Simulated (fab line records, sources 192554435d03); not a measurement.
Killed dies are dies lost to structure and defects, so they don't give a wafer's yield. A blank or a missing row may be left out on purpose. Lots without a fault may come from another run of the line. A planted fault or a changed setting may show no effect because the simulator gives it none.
Chamber matching | flow n5_finfet | N5_MOL_CONTACT_COAG_ALD_27 on ald_sin-04: 4 sister chambers
The step deposits SiOC, target thk 17 nm, pulse time 1.5 s, time 2720 s. 16 wafers are shown with their chamber, then 8 later ones without.

WAFERS WITH THEIR CHAMBER
wafer  | chamber | heater_power_w (W) | precursor_pulse_height_rel
L074.3 | 0       | 959                | 0.969
L074.4 | 3       | 719                | 0.995
L074.6 | 0       | 946                | 1.001
L077.2 | 3       | 734                | 1.028
L077.5 | 0       | 913                | 1.000
L077.6 | 1       | 839                | 0.968
L078.1 | 2       | 915                | 0.988
L078.4 | 3       | 730                | 0.986
L078.5 | 2       | 900                | 1.008
L085.1 | 1       | 856                | 1.000
L085.2 | 2       | 900                | 0.987
L085.3 | 0       | 931                | 1.021
L085.4 | 3       | 737                | 1.003
L085.5 | 0       | 971                | 0.964
L085.6 | 1       | 859                | 0.992
L088.1 | 2       | 934                | 1.017

SIGNATURES (means of the wafers above)
reading                    | chamber 0 | chamber 1 | chamber 2 | chamber 3 | scatter within a chamber
heater_power_w             | 944.00    | 851.33    | 912.25    | 730.00    | 16.6
precursor_pulse_height_rel | 0.99100   | 0.98667   | 1.00000   | 1.00300   | 0.0193
Rule: a wafer's distance from a chamber is the root of the sum, over the readings, of the square of ((its reading less the chamber's mean) divided by the reading's scatter). The wafer belongs to the nearest chamber; if the next one is less than 2 further off, it can't be placed. The scatter: the root of (the sum of the squares of (reading less its chamber's mean) over the shown wafers, divided by (wafers less chambers)).

WAFERS WITHOUT THEIR CHAMBER
wafer  | heater_power_w (W) | precursor_pulse_height_rel
L088.2 | 738                | 0.986
L088.3 | 967                | 1.004
L090.1 | 724                | 0.991
L090.3 | 842                | 1.076
L090.5 | 720                | 1.013
L094.2 | 923                | 1.022
L094.3 | 738                | 0.978
L094.5 | 949                | 1.005

WHICH CHAMBER EACH WENT THROUGH
wafer  | from the rows above     | in truth
L088.2 | 3                       | 3
L088.3 | can't be placed: 0 or 2 | 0
L090.1 | 3                       | 3
L090.3 | can't be placed: 1 or 2 | 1
L090.5 | 3                       | 3
L094.2 | can't be placed: 2 or 0 | 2
L094.3 | 3                       | 3
L094.5 | can't be placed: 0 or 2 | 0
Placed correctly: 4 of 8. Can't be placed from these rows: 4 (the true chamber is among the candidates in 4). Placed wrongly: 0.
